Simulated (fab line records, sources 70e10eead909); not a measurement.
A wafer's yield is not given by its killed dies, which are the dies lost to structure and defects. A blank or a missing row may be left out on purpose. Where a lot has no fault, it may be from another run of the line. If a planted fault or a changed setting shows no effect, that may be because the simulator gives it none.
fab line records -- flow nandHarc -- part 1 of 2: steps 1 to 4 of 6
[record] lots = 23, wafers = 69, lastDay = 24
route steps=1159 shown P_STI@84 P_CONTACT@240 P_M0@268 P_M1@303 P_M2@336
lots that met no fault: from a run of the same line without faults
startH: the number of hours between the record's first day and the start of the first shown wafer of the lot -- waitH: hours elapsed since this lot's preceding step -- " the same as in the row above -- L1.1+2: several wafers, shown together as one row -- - no value, or no start was given -- * or withheld: withheld -- < > ~ a bound
route shown NAME@n: NAME is a module with steps in the file, n the number in the route of the first one -- usual: mean/standard deviation taken from wafers without a fault -- same: alike in all rows -- chamber/n: place in a boat -- sites: readings site by site -- _std_site: their standard deviation -- _edge_site: inner sites' mean taken away from outer sites' mean -- radiusMm: how far each site lies from the wafer's centre -- mask NAME#n: copy n -- behind: the most recent tool/chamber to have shaped the wafer -- hold: why the lot was held/for how many hours/how that ended -- device: the n, p or np transistor that did not switch -- end of line: at the end of the route, the tests of the same wafers -- where a step has no rows: the recipe by itself -- killed: the dies lost at the first sort to structure and to defects; this is not the yield of the wafer -- map: dies across one wafer; x = killed, . = not, _ = none there
set.NAME: setting as actually run; set.NAME@STEP: the setting as run at that earlier step -- model.NAME: the simulator's own value behind a step, which no gauge read
route steps across a sampled set of lots; one table per step, one row per wafer
services: the hour from which a tool's chamber was out of use, counted from the record's first day as startH (under 0 if before that day), plus the number of hours and why
[[steps]]
[step NHARC_P_STI_OVL_MEAS_10]
[usual] overlayXNm = 0/6.8, overlayYNm = 1/5.8
lot.wafer,tool,chamber,startH,waitH,overlayXNm,overlayYNm
L074.4,overlay-02,-,34.88,-,-7,-1
L074.5,overlay-02,-,34.88,-,-7,-1
L074.6,overlay-02,-,34.88,-,-6,-1
L075.2,overlay-02,-,41.03,-,-3,-12
L075.4,overlay-02,-,41.03,-,-3,-12
L075.6,overlay-02,-,41.03,-,-3,-12
L076.1,overlay-01,-,48.45,-,1,4
L076.2,overlay-01,-,48.45,-,1,4
L076.6,overlay-01,-,48.45,-,1,4
L077.1,overlay-01,-,54.42,-,5,3
L077.2,overlay-01,-,54.42,-,5,3
L077.5,overlay-01,-,54.42,-,5,2
L078.2,overlay-02,-,61.82,-,4,-4
L078.3,overlay-02,-,61.82,-,3,-4
L078.4,overlay-02,-,61.82,-,3,-5
L080.2,overlay-02,-,67.37,-,-1,-5
L080.3,overlay-02,-,67.37,-,-1,-6
L080.6,overlay-02,-,67.37,-,-1,-5
L079.1,overlay-01,-,67.53,-,-5,-2
L079.3,overlay-01,-,67.53,-,-5,-2
L079.6,overlay-01,-,67.53,-,-5,-1
L081.2,overlay-01,-,77.35,-,9,1
L081.3,overlay-01,-,77.35,-,9,0
L081.4,overlay-01,-,77.35,-,10,2
L082.1,overlay-01,-,84.76,-,16,3
L082.5,overlay-01,-,84.76,-,15,2
L082.6,overlay-01,-,84.76,-,15,3
L083.1,overlay-02,-,88.89,-,4,2
L083.2,overlay-02,-,88.89,-,4,2
L083.5,overlay-02,-,88.89,-,4,2
L085.1,overlay-02,-,97.19,-,-3,0
L085.4,overlay-02,-,97.19,-,-3,1
L085.6,overlay-02,-,97.19,-,-3,1
L084.3,overlay-02,-,97.37,-,-3,7
L084.5,overlay-02,-,97.37,-,-2,7
L084.6,overlay-02,-,97.37,-,-3,7
L086.1,overlay-01,-,106.92,-,-8,1
L086.2,overlay-01,-,106.92,-,-8,1
L086.4,overlay-01,-,106.92,-,-8,1
L087.1,overlay-02,-,114.61,-,11,5
L087.4,overlay-02,-,114.61,-,11,5
L087.5,overlay-02,-,114.61,-,11,5
L088.2,overlay-02,-,119.68,-,-6,-6
L088.4,overlay-02,-,119.68,-,-7,-5
L088.5,overlay-02,-,119.68,-,-7,-5
L089.1,overlay-02,-,126.61,-,5,0
L089.4,overlay-02,-,126.61,-,5,-1
L089.5,overlay-02,-,126.61,-,5,-1
L090.1,overlay-01,-,131.95,-,3,15
L090.3,overlay-01,-,131.95,-,3,15
L090.5,overlay-01,-,131.95,-,4,16
L092.2,overlay-02,-,140.36,-,0,-3
L092.3,overlay-02,-,140.36,-,-1,-3
L092.6,overlay-02,-,140.36,-,0,-4
L091.4,overlay-01,-,140.53,-,-9,2
L091.5,overlay-01,-,140.53,-,-9,1
L091.6,overlay-01,-,140.53,-,-9,2
L093.1,overlay-01,-,148.88,-,2,3
L093.3,overlay-01,-,148.88,-,2,3
L093.4,overlay-01,-,148.88,-,2,3
L094.2,overlay-02,-,155.38,-,4,1
L094.3,overlay-02,-,155.38,-,4,1
L094.4,overlay-02,-,155.38,-,4,1
L096.2,overlay-01,-,168.40,-,-4,12
L096.5,overlay-01,-,168.40,-,-4,13
L096.6,overlay-01,-,168.40,-,-4,13
L097.1,overlay-01,-,174.21,-,-9,-3
L097.3,overlay-01,-,174.21,-,-10,-3
L097.5,overlay-01,-,174.21,-,-10,-3
[step NHARC_P_CONTACT_ETCH_31]
[recipe] targetDepthA = 300, timeS = 85.7, ionEnergyEv = 120, overEtchFrac = 1, ch3fFlowSccm = 50, o2FlowSccm = 30, arFlowSccm = 200, rfW = 500, biasW = 100, chemistry = CH3F/O2
[usual] drypumpMotorCurrentA = 5.7/0.41, mfcArSccm = 200.0/0.59, o2FlowSccm = 29.99/0.088, oesProductAu = 0.978/0.0097, rfVppV = 244.5/1.6, showerheadPlenumPTorr = 2.47/0.11, throttleValvePct = 20.663/0.0089
lot.wafer,tool,chamber,startH,waitH,drypumpMotorCurrentA,mfcArSccm,o2FlowSccm,oesProductAu,rfHoursCounterH,rfVppV,showerheadPlenumPTorr,throttleValvePct
L074.4,rieDiel-12,2,-,-,6.1,200.0,29.97,0.977,7,242.9,2.37,20.657
L074.6,rieDiel-12,0,-,-,5.7,200.1,29.92,0.980,-,244.8,2.54,20.654
L074.5,rieDiel-12,1,-,-,5.6,200.1,29.99,0.976,-,245.5,2.58,20.659
L075.2,rieDiel-01,2,-,-,6.2,200.2,29.75,0.986,16,246.8,2.61,20.665
L075.4,rieDiel-01,0,-,-,5.4,199.9,30.12,1.000,-,244.7,2.45,20.665
L075.6,rieDiel-01,2,-,-,6.2,199.9,29.91,0.968,-,245.5,2.61,20.657
L076.1,rieDiel-12,0,-,-,5.7,200.4,29.95,0.984,10,245.6,2.54,20.649
L076.2,rieDiel-12,2,-,-,6.1,200.6,29.91,0.987,9,242.4,2.37,20.659
L076.6,rieDiel-12,3,-,-,4.8,200.8,30.05,0.985,-,243.4,2.45,20.668
L077.1,rieDiel-01,3,-,-,5.6,199.5,29.96,0.987,17,243.0,2.35,20.656
L077.2,rieDiel-01,0,-,-,5.4,200.0,29.98,0.973,15,244.3,2.45,20.674
L077.5,rieDiel-01,0,-,-,5.4,199.9,30.02,0.973,-,244.1,2.45,20.675
L080.3,rieDiel-02,0,-,-,5.9,199.2,29.97,0.971,57,244.9,2.42,20.658
L080.2,rieDiel-02,2,-,-,5.4,200.7,29.95,0.976,44,243.1,2.33,20.668
L080.6,rieDiel-02,3,-,-,5.0,200.4,29.85,0.979,-,243.1,2.37,20.641
L079.1,rieDiel-12,1,-,-,5.6,200.2,29.93,0.966,8,246.1,2.58,20.669
L079.3,rieDiel-12,2,-,-,6.1,200.1,29.95,0.960,10,242.1,2.37,20.661
L079.6,rieDiel-12,0,-,-,5.7,198.6,30.07,0.969,-,245.9,2.54,20.664
L078.4,rieDiel-12,3,-,-,4.8,200.6,30.12,0.984,10,245.0,2.45,20.663
L078.3,rieDiel-12,0,-,-,5.7,200.5,30.01,0.979,12,245.6,2.54,20.655
L078.2,rieDiel-12,1,-,-,5.6,199.3,30.01,0.970,9,246.2,2.58,20.668
L081.2,rieDiel-12,2,-,-,6.1,201.0,29.92,0.995,13,243.8,2.37,20.678
L081.4,rieDiel-12,3,-,-,4.8,200.6,30.02,0.978,13,244.9,2.45,20.671
L081.3,rieDiel-12,1,-,-,5.6,198.9,29.81,0.983,11,245.6,2.58,20.659
L082.1,rieDiel-12,1,-,-,5.6,200.3,29.85,0.961,12,246.0,2.58,20.661
L082.6,rieDiel-12,1,-,-,5.6,200.6,30.07,0.963,-,246.4,2.58,20.645
L082.5,rieDiel-12,2,-,-,6.1,200.1,29.97,0.974,-,242.5,2.37,20.666
L083.1,rieDiel-12,2,-,-,6.1,199.2,30.15,0.986,14,241.2,2.37,20.656
L083.2,rieDiel-12,1,-,-,5.6,199.7,30.02,0.983,13,244.3,2.58,20.657
L083.5,rieDiel-12,2,-,-,6.0,199.3,29.98,0.987,-,242.3,2.37,20.664
L084.3,rieDiel-01,3,-,-,5.6,200.2,30.07,0.990,2,243.2,2.34,20.674
L084.6,rieDiel-01,1,-,-,6.2,200.5,29.94,0.977,-,246.7,2.64,20.665
L084.5,rieDiel-01,2,-,-,6.1,200.4,30.12,0.989,-,247.5,2.61,20.654
L085.1,rieDiel-01,3,-,-,5.6,200.1,29.82,0.974,2,242.9,2.34,20.652
L085.4,rieDiel-01,0,-,-,5.4,200.9,29.95,0.982,2,244.5,2.44,20.658
L085.6,rieDiel-01,0,-,-,5.4,199.6,29.98,0.973,-,243.7,2.44,20.659
L088.2,rieDiel-01,3,-,-,5.6,200.0,29.90,0.984,3,242.4,2.34,20.654
L088.4,rieDiel-01,2,-,-,6.1,199.8,30.17,0.974,4,247.2,2.60,20.672
L088.5,rieDiel-01,3,-,-,5.6,201.1,29.96,0.972,-,242.3,2.34,20.666
L086.1,rieDiel-01,1,-,-,6.2,199.7,30.05,0.965,4,246.6,2.64,20.659
L086.4,rieDiel-01,2,-,-,6.2,200.8,30.12,0.988,4,245.4,2.60,20.646
L086.2,rieDiel-01,0,-,-,5.4,199.4,29.90,0.969,3,244.5,2.44,20.649
L087.4,rieDiel-01,2,-,-,6.2,199.8,30.05,0.988,4,244.9,2.60,20.664
L087.1,rieDiel-01,1,-,-,6.2,199.3,29.91,0.977,4,247.4,2.64,20.675
L087.5,rieDiel-01,3,-,-,5.6,199.7,29.97,0.996,-,241.8,2.34,20.660
L089.1,rieDiel-01,3,-,-,5.6,200.1,29.86,0.969,5,243.2,2.34,20.665
L089.4,rieDiel-01,1,-,-,6.2,200.8,30.08,0.985,5,245.9,2.64,20.660
L089.5,rieDiel-01,2,-,-,6.1,199.4,30.06,0.979,-,246.0,2.60,20.664
L090.1,rieDiel-01,3,-,-,5.6,199.7,30.05,0.953,5,243.3,2.34,20.665
L090.3,rieDiel-01,0,-,-,5.4,200.1,29.96,0.967,5,244.7,2.44,20.662
L090.5,rieDiel-01,3,-,-,5.6,200.7,29.98,0.966,-,242.8,2.34,20.655
L092.2,rieDiel-02,3,-,-,5.0,200.1,30.02,0.979,23,242.8,2.36,20.660
L092.3,rieDiel-02,0,-,-,5.9,199.1,29.99,0.987,24,244.5,2.41,20.672
L092.6,rieDiel-02,2,-,-,5.4,199.1,30.04,0.985,-,242.9,2.32,20.652
L091.4,rieDiel-01,1,-,-,6.2,201.0,29.89,0.990,7,246.2,2.64,20.656
L091.6,rieDiel-01,3,-,-,5.6,200.2,30.03,0.982,-,244.1,2.34,20.674
L091.5,rieDiel-01,0,-,-,5.4,199.5,29.96,1.002,-,243.6,2.44,20.662
L094.4,rieDiel-02,0,-,-,5.9,200.0,30.02,0.971,30,243.7,2.41,20.650
L094.3,rieDiel-02,1,-,-,5.4,200.1,29.92,0.975,29,241.2,2.32,20.663
L094.2,rieDiel-02,2,-,-,5.4,200.1,29.97,0.973,29,242.8,2.32,20.673
L093.1,rieDiel-01,0,-,-,5.4,199.7,30.07,0.970,8,244.6,2.44,20.649
L093.3,rieDiel-01,2,-,-,6.2,199.3,30.02,0.982,9,245.4,2.60,20.663
L093.4,rieDiel-01,3,-,-,5.6,199.5,29.98,0.988,9,243.2,2.34,20.664
L096.2,rieDiel-12,1,-,-,5.6,199.7,30.10,0.983,2,246.4,2.58,20.665
L096.5,rieDiel-12,2,-,-,6.1,200.1,30.02,0.995,-,242.2,2.37,20.651
L096.6,rieDiel-12,3,-,-,4.9,200.7,29.93,0.997,-,243.9,2.45,20.661
L097.3,rieDiel-12,2,-,-,6.1,199.5,29.89,0.981,4,243.6,2.37,20.682
L097.1,rieDiel-12,0,-,-,5.7,200.4,30.08,0.973,5,245.5,2.53,20.679
L097.5,rieDiel-12,1,-,-,5.6,198.6,30.00,0.975,-,244.8,2.57,20.669
[step NHARC_P_M0_ETCH_15]
[recipe] targetDepthA = 1500, overetchA = 150, timeS = 82.5, c4f8FlowSccm = withheld, arFlowSccm = 400, rfW = 600, biasW = 300, chemistry = C4F8/Ar
[usual] oesProductAu = 0.956/0.021, rfVppV = 440.8/2
lot.wafer,tool,chamber,startH,waitH,oesProductAu,rfHoursCounterH,rfVppV
L074.4,rieDiel-05,0,-,-,0.952,8.3,442.6
L074.6,rieDiel-05,2,-,-,0.990,-,438.2
L074.5,rieDiel-05,3,-,-,0.949,-,442.5
L075.4,rieDiel-04,2,-,-,0.960,0.4,442.4
L075.2,rieDiel-04,1,-,-,0.986,0.5,441.5
L075.6,rieDiel-04,3,-,-,0.953,-,439.3
L076.1,rieDiel-05,1,-,-,0.914,9.2,438.4
L076.2,rieDiel-05,0,-,-,0.919,9.5,443.0
L076.6,rieDiel-05,1,-,-,0.917,-,438.7
L077.1,rieDiel-04,2,-,-,0.971,1.3,442.6
L077.2,rieDiel-04,1,-,-,0.974,1.2,442.6
L077.5,rieDiel-04,3,-,-,0.994,-,440.8
L080.3,rieDiel-04,3,-,-,0.968,1.4,441.6
L080.2,rieDiel-04,0,-,-,0.977,1.4,441.5
L080.6,rieDiel-04,3,-,-,0.970,-,440.9
L079.3,rieDiel-05,2,-,-,0.939,9.4,437.0
L079.1,rieDiel-05,3,-,-,0.924,8.7,441.8
L079.6,rieDiel-05,2,-,-,0.927,-,437.9
L078.3,rieDiel-04,2,-,-,0.953,2.2,442.0
L078.4,rieDiel-04,3,-,-,0.965,2.2,442.4
L078.2,rieDiel-04,1,-,-,0.976,2.0,441.5
L081.3,rieDiel-08,1,-,-,0.922,1.7,441.5
L081.4,rieDiel-08,3,-,-,0.946,1.9,438.6
L081.2,rieDiel-08,0,-,-,0.927,1.8,440.4
L082.1,rieDiel-04,2,-,-,0.924,4.0,441.7
L082.6,rieDiel-04,0,-,-,0.911,-,440.5
L082.5,rieDiel-04,1,-,-,0.930,-,441.8
L083.2,rieDiel-05,2,-,-,0.955,0.1,438.0
L083.1,rieDiel-05,3,-,-,0.957,0.1,440.1
L083.5,rieDiel-05,3,-,-,0.966,-,440.6
L084.3,rieDiel-05,2,-,-,0.968,0.2,437.9
L084.6,rieDiel-05,2,-,-,0.961,-,438.7
L084.5,rieDiel-05,3,-,-,0.969,-,441.3
L085.1,rieDiel-08,2,-,-,0.951,3.1,445.8
L085.6,rieDiel-08,0,-,-,0.938,-,440.0
L085.4,rieDiel-08,2,-,-,0.957,-,445.6
L088.4,rieDiel-08,0,-,-,0.966,3.9,439.8
L088.2,rieDiel-08,1,-,-,0.966,3.9,440.8
L088.5,rieDiel-08,3,-,-,0.967,-,437.9
L086.4,rieDiel-08,3,-,-,0.965,3.2,437.6
L086.1,rieDiel-08,0,-,-,0.941,4.0,440.3
L086.2,rieDiel-08,1,-,-,0.957,3.9,441.0
L087.1,rieDiel-08,0,-,-,0.955,4.0,439.5
L087.4,rieDiel-08,3,-,-,0.984,3.2,438.8
L087.5,rieDiel-08,0,-,-,0.962,-,439.8
L089.1,rieDiel-05,2,-,-,0.976,2.9,438.5
L089.4,rieDiel-05,3,-,-,0.962,2.6,441.8
L089.5,rieDiel-05,2,-,-,0.983,-,437.3
L090.3,rieDiel-04,0,-,-,0.981,6.6,440.6
L090.1,rieDiel-04,1,-,-,0.976,6.2,442.0
L090.5,rieDiel-04,0,-,-,0.980,-,441.6
L092.2,rieDiel-05,3,-,-,0.971,3.3,441.0
L092.3,rieDiel-05,2,-,-,0.966,3.6,439.5
L092.6,rieDiel-05,3,-,-,0.962,-,440.7
L091.4,rieDiel-08,0,-,-,0.981,6.3,440.1
L091.5,rieDiel-08,0,-,-,0.969,-,441.1
L091.6,rieDiel-08,1,-,-,0.969,-,440.9
L094.4,rieDiel-08,1,-,-,0.915,7.0,442.1
L094.2,rieDiel-08,3,-,-,0.924,5.1,439.5
L094.3,rieDiel-08,0,-,-,0.918,6.6,438.5
L093.1,rieDiel-05,3,-,-,0.961,5.8,440.2
L093.3,rieDiel-05,2,-,-,0.960,6.0,437.3
L093.4,rieDiel-05,1,-,-,0.961,-,437.9
L096.2,rieDiel-04,1,-,-,0.976,8.3,440.9
L096.6,rieDiel-04,2,-,-,0.975,-,442.7
L096.5,rieDiel-04,3,-,-,0.958,-,441.8
L097.3,rieDiel-05,0,-,-,0.944,5.6,442.7
L097.1,rieDiel-05,1,-,-,0.944,7.9,439.9
L097.5,rieDiel-05,2,-,-,0.955,-,437.5
[step NHARC_P_M1_ETCH_28]
[recipe] targetDepthA = 300, overEtchFrac = 0.3, timeS = 72.99, ionEnergyEv = 150, cf4FlowSccm = 50, n2FlowSccm = 100, arFlowSccm = 150, rfW = 300, biasW = 100, chemistry = CF4/N2
[usual] drypumpMotorCurrentA = 5.7/0.5, mfcArSccm = 150.0/0.46, oesProductAu = 0.998/0.0067, rfVppV = 314.6/2.1, showerheadPlenumPTorr = 2.65/0.11, throttleValvePct = 19.795/0.0095
lot.wafer,tool,chamber,startH,waitH,drypumpMotorCurrentA,mfcArSccm,oesProductAu,rfHoursCounterH,rfVppV,showerheadPlenumPTorr,throttleValvePct
L074.4,rieDiel-11,0,-,-,5.9,149.2,1.000,2,315.6,2.64,19.787
L074.6,rieDiel-11,0,-,-,6.0,149.7,1.006,-,314.3,2.64,19.803
L074.5,rieDiel-11,1,-,-,5.0,149.4,0.996,-,316.8,2.75,19.810
L075.2,rieDiel-09,1,-,-,6.0,149.4,0.985,4,314.9,2.68,19.781
L075.4,rieDiel-09,3,-,-,5.9,150.6,1.004,3,315.1,2.71,19.806
L075.6,rieDiel-09,1,-,-,6.0,149.4,0.994,-,314.1,2.68,19.793
L076.1,rieDiel-11,3,-,-,5.8,149.6,0.991,3,316.5,2.81,19.798
L076.2,rieDiel-11,0,-,-,6.0,150.2,1.004,3,314.7,2.64,19.789
L076.6,rieDiel-11,1,-,-,5.0,150.3,1.006,-,317.2,2.75,19.795
L077.1,rieDiel-11,0,-,-,5.9,150.3,0.993,3,313.6,2.64,19.782
L077.2,rieDiel-11,1,-,-,5.0,150.7,0.992,3,318.2,2.75,19.810
L077.5,rieDiel-11,0,-,-,5.9,149.6,0.994,-,316.3,2.64,19.789
L080.2,rieDiel-11,1,-,-,5.0,150.4,0.988,4,314.3,2.75,19.804
L080.3,rieDiel-11,2,-,-,6.3,149.9,1.006,4,311.9,2.53,19.784
L080.6,rieDiel-11,1,-,-,5.0,149.9,0.989,-,317.7,2.75,19.799
L079.3,rieDiel-11,3,-,-,5.8,149.4,0.998,4,316.4,2.81,19.805
L079.1,rieDiel-11,0,-,-,6.0,149.7,0.996,3,314.8,2.64,19.786
L079.6,rieDiel-11,1,-,-,5.0,149.9,0.988,-,317.2,2.75,19.818
L078.2,rieDiel-13,1,-,-,5.4,149.5,1.013,5,315.8,2.73,19.800
L078.4,rieDiel-13,3,-,-,5.6,150.0,1.003,3,317.6,2.78,19.795
L078.3,rieDiel-13,0,-,-,5.9,150.1,1.001,4,314.2,2.54,19.801
L081.2,rieDiel-09,1,-,-,6.0,150.8,0.998,6,313.7,2.67,19.785
L081.3,rieDiel-09,2,-,-,4.8,150.2,0.998,5,312.7,2.51,19.807
L081.4,rieDiel-09,3,-,-,5.9,151.2,1.003,4,316.3,2.71,19.789
L082.1,rieDiel-13,2,-,-,5.1,149.9,1.000,6,311.6,2.50,19.786
L082.6,rieDiel-13,3,-,-,5.7,150.5,0.997,-,316.2,2.78,19.802
L082.5,rieDiel-13,0,-,-,5.9,150.3,1.007,-,313.2,2.54,19.797
L083.2,rieDiel-11,3,-,-,5.8,150.1,0.997,5,317.1,2.81,19.794
L083.1,rieDiel-11,1,-,-,5.0,149.6,0.993,4,316.4,2.75,19.781
L083.5,rieDiel-11,2,-,-,6.3,149.0,0.985,-,311.8,2.52,19.788
L084.3,rieDiel-11,3,-,-,5.8,150.5,0.992,5,317.1,2.81,19.795
L084.6,rieDiel-11,2,-,-,6.3,150.2,0.997,-,310.9,2.53,19.797
L084.5,rieDiel-11,3,-,-,5.8,150.3,1.000,-,317.7,2.81,19.792
L085.4,rieDiel-13,3,-,-,5.6,150.3,1.004,6,315.9,2.78,19.783
L085.1,rieDiel-13,0,-,-,5.9,149.9,1.006,8,313.9,2.54,19.807
L085.6,rieDiel-13,0,-,-,5.9,149.7,1.001,-,313.0,2.54,19.795
L088.2,rieDiel-13,0,-,-,5.9,150.1,1.004,8,311.6,2.54,19.793
L088.4,rieDiel-13,2,-,-,5.1,150.4,1.004,7,311.7,2.50,19.803
L088.5,rieDiel-13,0,-,-,5.9,149.6,1.006,-,313.8,2.54,19.784
L086.1,rieDiel-11,1,-,-,4.9,150.2,0.985,0,315.6,2.75,19.795
L086.4,rieDiel-11,3,-,-,5.8,150.5,1.000,0,316.5,2.81,19.790
L086.2,rieDiel-11,0,-,-,5.9,150.5,0.996,0,314.4,2.64,19.799
L087.1,rieDiel-11,1,-,-,5.0,150.1,0.989,0,316.5,2.75,19.787
L087.4,rieDiel-11,3,-,-,5.9,150.5,0.998,0,317.3,2.81,19.800
L087.5,rieDiel-11,2,-,-,6.3,150.1,1.003,-,312.6,2.52,19.783
L089.4,rieDiel-11,2,-,-,6.3,150.2,0.999,0,313.0,2.52,19.778
L089.1,rieDiel-11,1,-,-,5.0,149.8,0.995,0,316.1,2.75,19.795
L089.5,rieDiel-11,3,-,-,5.8,150.0,0.986,-,316.8,2.81,19.799
L090.1,rieDiel-09,2,-,-,4.8,149.6,1.010,8,312.1,2.51,19.792
L090.3,rieDiel-09,1,-,-,6.0,150.1,0.993,9,314.8,2.67,19.802
L090.5,rieDiel-09,3,-,-,5.9,149.6,1.009,-,313.7,2.70,19.793
L092.2,rieDiel-11,2,-,-,6.3,149.8,0.996,1,312.5,2.52,19.794
L092.3,rieDiel-11,0,-,-,6.0,150.4,0.986,1,313.0,2.64,19.797
L092.6,rieDiel-11,1,-,-,5.0,149.4,0.992,-,316.3,2.75,19.783
L091.4,rieDiel-09,2,-,-,4.8,149.6,0.991,9,312.1,2.51,19.788
L091.5,rieDiel-09,2,-,-,4.8,149.8,0.994,-,312.3,2.51,19.788
L091.6,rieDiel-09,3,-,-,5.9,150.2,0.989,-,314.9,2.70,19.788
L094.2,rieDiel-13,2,-,-,5.1,149.8,1.007,9,310.2,2.50,19.805
L094.4,rieDiel-13,3,-,-,5.7,149.8,0.990,9,315.8,2.78,19.800
L094.3,rieDiel-13,1,-,-,5.3,150.3,1.009,12,316.2,2.72,19.799
L093.3,rieDiel-11,3,-,-,5.8,149.8,0.998,1,317.0,2.81,19.815
L093.4,rieDiel-11,0,-,-,6.0,150.9,0.997,1,316.2,2.64,19.789
L093.1,rieDiel-11,1,-,-,5.0,149.7,0.996,2,317.0,2.75,19.807
L096.2,rieDiel-11,0,-,-,6.0,150.4,0.988,1,313.2,2.64,19.799
L096.5,rieDiel-11,2,-,-,6.3,150.0,1.000,-,312.5,2.52,19.786
L096.6,rieDiel-11,3,-,-,5.8,150.1,0.995,-,316.0,2.81,19.787
L097.3,rieDiel-11,0,-,-,5.9,150.6,1.009,2,314.4,2.64,19.787
L097.1,rieDiel-11,1,-,-,5.0,149.5,1.004,2,316.2,2.75,19.791
L097.5,rieDiel-11,2,-,-,6.3,149.3,0.999,-,313.7,2.52,19.795
